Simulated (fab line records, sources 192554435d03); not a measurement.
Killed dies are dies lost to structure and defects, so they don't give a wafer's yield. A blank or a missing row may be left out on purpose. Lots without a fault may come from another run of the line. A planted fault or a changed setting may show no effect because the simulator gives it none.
Which tool did it? | flow n5_finfet | 11 lots, 33 wafers sampled, at 4 steps of a route of 1938

WHAT THE GAUGES READ, wafer by wafer
N5_BEOL_M9_INSPECT_58: inspects for defects (darkfield). Usual: raw_defect_count 73, standard deviation 24.
lot  | measured     | on                | raw_defect_count | flag
L876 | day 9 18:53  | defect_inspect-01 | 71 100 89        |
L877 | day 10 00:03 | defect_inspect-01 | 49 90 77         |
L882 | day 11 10:38 | defect_inspect-02 | 72 83 99         |
L881 | day 11 15:55 | defect_inspect-02 | 48 47 60         |
L884 | day 11 18:25 | defect_inspect-02 | 69 52 65         |
L887 | day 13 05:18 | defect_inspect-02 | 90 85 91         |
L890 | day 13 15:02 | defect_inspect-01 | 135 75 72        |
L889 | day 13 19:47 | defect_inspect-02 | 75 51 57         |
L897 | day 15 11:24 | defect_inspect-02 | 56 46 48         |
L898 | day 16 05:52 | defect_inspect-02 | 87 59 107        |
L899 | day 16 08:32 | defect_inspect-02 | 52 70 39         |

WHICH TOOL RAN EACH LOT (tool, then ch and the chambers of the sampled wafers, then the start)
lot  | N5_BEOL_M9_STRIP_80                           | N5_BEOL_M9_SPUTTER_48        | N5_BEOL_M9_ANNEAL_51
L876 | rie_diel-06 ch 1, day 9 17:49 or earlier      | pvd_sputter-02, day 9 17:49  | rtp_anneal-02 ch 0, day 9 18:13
L877 | rie_diel-05 ch 0,1,3, day 9 22:58 or earlier  | pvd_sputter-02, day 9 22:58  | rtp_anneal-02 ch 0, day 9 23:20
L882 | rie_diel-05 ch 0,1,3, day 11 09:22 or earlier | pvd_sputter-02, day 11 09:22 | rtp_anneal-01 ch 0, day 11 09:58
L881 | rie_diel-05 ch 1,3, day 11 14:34 or earlier   | pvd_sputter-01, day 11 14:34 | rtp_anneal-02 ch 0, day 11 15:14
L884 | rie_diel-05 ch 0,1,2, day 11 17:18 or earlier | pvd_sputter-01, day 11 17:18 | rtp_anneal-01 ch 0, day 11 17:42
L887 | rie_diel-01 ch 0,1,3, day 13 04:14 or earlier | pvd_sputter-01, day 13 04:14 | rtp_anneal-02 ch 0, day 13 04:28
L890 | rie_diel-06 ch 0,1,3, day 13 13:38 or earlier | pvd_sputter-02, day 13 13:38 | rtp_anneal-01 ch 0, day 13 14:17
L889 | rie_diel-05 ch 0,2, day 13 18:45 or earlier   | pvd_sputter-01, day 13 18:45 | rtp_anneal-02 ch 0, day 13 19:02
L897 | rie_diel-01 ch 0,2,3, day 15 10:26 or earlier | pvd_sputter-03, day 15 10:26 | rtp_anneal-01 ch 0, day 15 10:39
L898 | rie_diel-05 ch 0,1,3, day 16 04:50 or earlier | pvd_sputter-02, day 16 04:50 | rtp_anneal-02 ch 0, day 16 05:06
L899 | rie_diel-01 ch 1,2, day 16 07:14 or earlier   | pvd_sputter-02, day 16 07:14 | rtp_anneal-01 ch 0, day 16 07:34
- N5_BEOL_M9_STRIP_80: strips in N2/H2, time 10 s.
- N5_BEOL_M9_SPUTTER_48: material Cu, target thk 12 nm, time 2 s.
- N5_BEOL_M9_ANNEAL_51: time 90 s.

WHAT THE TOOLS THEMSELVES READ (means of the sampled wafers that have a number; where no wafer has one, the mark that the record gives instead)
N5_BEOL_M9_STRIP_80. Usual: drypump_motor_current_A 5.8 A, standard deviation 0.38; oes_product_au 0.79 a.u., standard deviation 0.1; rf_vpp_V 59.3 V, standard deviation 0.87; showerhead_plenum_p_Torr 2.56 Torr, standard deviation 0.1; throttle_valve_pct 23.6 %, standard deviation 0.33.
lot  | tool        | drypump_motor_current_A (A) | oes_product_au (a.u.) | rf_vpp_V (V) | showerhead_plenum_p_Torr (Torr) | throttle_valve_pct (%) | flag
L876 | rie_diel-06 | 5.8                         | 0.83                  | 60.2         | 2.59                            | 23.6                   |
L877 | rie_diel-05 | 5.8                         | 0.72                  | 59.1         | 2.49                            | 23.6                   |
L882 | rie_diel-05 | 5.8                         | 0.71                  | 59.2         | 2.49                            | 23.6                   |
L881 | rie_diel-05 | 6.0                         | 0.70                  | 59.6         | 2.48                            | 23.3                   |
L884 | rie_diel-05 | 5.7                         | 0.80                  | 60.2         | 2.47                            | 23.5                   |
L887 | rie_diel-01 | 5.8                         | 0.75                  | 59.2         | 2.64                            | 23.4                   |
L890 | rie_diel-06 | 5.7                         | 0.83                  | 58.9         | 2.61                            | 23.8                   |
L889 | rie_diel-05 | 5.6                         | 0.85                  | 58.8         | 2.53                            | 23.7                   |
L897 | rie_diel-01 | 5.8                         | 0.72                  | 60.1         | 2.56                            | 23.6                   |
L898 | rie_diel-05 | 5.8                         | 0.77                  | 60.1         | 2.58                            | 23.6                   |
L899 | rie_diel-01 | 6.3                         | 0.70                  | 59.2         | 2.48                            | 23.3                   |

N5_BEOL_M9_SPUTTER_48. Usual: bias_v 60.1 V, standard deviation 0.56; cathode_dc_power_W 26000 W, standard deviation 4.7; chamber_pressure_pa 0.13003 Pa, standard deviation 0.00024; throttle_valve_pct 30.1 %, standard deviation 1.2.
lot  | tool           | bias_v (V) | cathode_dc_power_W (W) | chamber_pressure_pa (Pa) | throttle_valve_pct (%) | flag
L876 | pvd_sputter-02 | 59.8       | 26001                  | 0.12997                  | 30.5                   |
L877 | pvd_sputter-02 | 59.8       | 25999                  | 0.13021                  | 29.6                   |
L882 | pvd_sputter-02 | 59.9       | 26000                  | 0.13013                  | 29.8                   |
L881 | pvd_sputter-01 | 59.4       | 25997                  | 0.13000                  | 29.5                   |
L884 | pvd_sputter-01 | 60.1       | 25996                  | 0.13003                  | 29.5                   |
L887 | pvd_sputter-01 | 60.4       | 27530                  | 0.13005                  | 29.7                   | OFF
L890 | pvd_sputter-02 | 60.1       | 25999                  | 0.12995                  | 29.7                   |
L889 | pvd_sputter-01 | 60.1       | 27529                  | 0.13007                  | 29.4                   | OFF
L897 | pvd_sputter-03 | 59.7       | 26001                  | 0.12992                  | 29.4                   |
L898 | pvd_sputter-02 | 59.8       | 25998                  | 0.13045                  | 30.7                   |
L899 | pvd_sputter-02 | 60.4       | 25996                  | 0.13017                  | 30.2                   |

N5_BEOL_M9_ANNEAL_51. Usual: wafer_temp_C_max 226.2, standard deviation 0.38.
lot  | tool          | wafer_temp_C_max | flag
L876 | rtp_anneal-02 | 226.8            |
L877 | rtp_anneal-02 | 226.2            |
L882 | rtp_anneal-01 | 226.0            |
L881 | rtp_anneal-02 | 226.4            |
L884 | rtp_anneal-01 | 225.8            |
L887 | rtp_anneal-02 | 226.5            |
L890 | rtp_anneal-01 | 225.9            |
L889 | rtp_anneal-02 | 226.0            |
L897 | rtp_anneal-01 | 225.8            |
L898 | rtp_anneal-02 | 226.2            |
L899 | rtp_anneal-01 | 226.0            |

THE ANSWER, worked out from the rows above alone
Rule: a lot is off if the mean of its wafers that have a number lies more than 3 standard deviations from the usual mean. A lot without any number at a reading at which 4 lots or more have one is off too. The other lots that the step has rows for count as sound. The gauges are gone through in route order, then the tools' own readings, and for those a lot's mean is taken as printed above. The first step at which some lot is off is used, and at that step the reading that is off furthest; a lot without a number counts as furthest.
Off: L887, L889, at N5_BEOL_M9_SPUTTER_48 (cathode_dc_power_W).
A tool fits if, at that step or a process step before it, it ran every lot that is off, and no sound lot after the first of them. N5_BEOL_M9_STRIP_80 gives no start for some lots, so the hours and the order of its lots are those of N5_BEOL_M9_SPUTTER_48. One fits: pvd_sputter-01 at N5_BEOL_M9_SPUTTER_48. Its last sound lot is L884 (day 11 17:18), its first lot that is off L887 (day 13 04:14): a fault that began between those two fits.
The tool's own readings at N5_BEOL_M9_SPUTTER_48 bear it out: on the lots that are off they differ by more than 5 times the standard deviation of the sound lots' means. cathode_dc_power_W reads 27530 W there against 25999 W on the sound lots.

WHAT THE SIMULATOR HAD PUT IN
Process parameter drift: pvd_sputter-01, from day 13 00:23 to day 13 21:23, at N5_BEOL_M9_SPUTTER_48. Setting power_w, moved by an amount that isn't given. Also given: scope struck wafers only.
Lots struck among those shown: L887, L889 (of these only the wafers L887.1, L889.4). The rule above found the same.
